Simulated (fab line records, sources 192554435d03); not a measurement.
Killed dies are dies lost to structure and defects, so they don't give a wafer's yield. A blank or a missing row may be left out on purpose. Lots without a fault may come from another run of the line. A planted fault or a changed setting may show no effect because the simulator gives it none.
Chamber matching | flow n5_finfet | N5_BEOL_M4_DEP_57 on pecvd-04: 3 sister chambers
The step deposits SiCN from 3MS/NH3, target thk 8 nm, time 14 s. 5 wafers are shown with their chamber, then 7 later ones without.

WAFERS WITH THEIR CHAMBER
wafer  | chamber | showerhead_vpp_V (V) | throttle_valve_pct (%)
L082.2 | 2       | 888                  | 8.2
L082.4 | 0       | 928                  | 9.1
L082.6 | 2       | 904                  | 8.0
L083.1 | 1       | 870                  | 8.9
L083.5 | 0       | 934                  | 9.1

WAFERS WITHOUT THEIR CHAMBER
wafer  | showerhead_vpp_V (V) | throttle_valve_pct (%)
L083.6 | 879                  | 8.4
L093.2 | 852                  | 8.7
L093.5 | 887                  | 8.5
L093.6 | 929                  | 9.2
L097.1 | 906                  | 8.2
L097.2 | 855                  | 8.9
L097.6 | 884                  | 8.2

WHICH CHAMBER EACH WENT THROUGH
wafer  | from the rows above     | in truth
L083.6 | can't be placed: 2 or 1 | 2
L093.2 | 1                       | 1
L093.5 | can't be placed: 2 or 1 | 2
L093.6 | 0                       | 0
L097.1 | 2                       | 2
L097.2 | 1                       | 1
L097.6 | 2                       | 2
Placed correctly: 5 of 7. Can't be placed from these rows: 2 (the true chamber is among the candidates in 2). Placed wrongly: 0.
How it was worked out, from the rows above alone: a wafer's distance from a chamber is the root of the sum, over the readings, of the square of ((its reading less the chamber's mean) divided by the reading's scatter). The wafer belongs to the nearest chamber; if the next one is less than 2 further off, it can't be placed. A chamber's mean is the mean of its shown wafers. The scatter: the root of (the sum of the squares of (reading less its chamber's mean) over the shown wafers, divided by (wafers less chambers)).
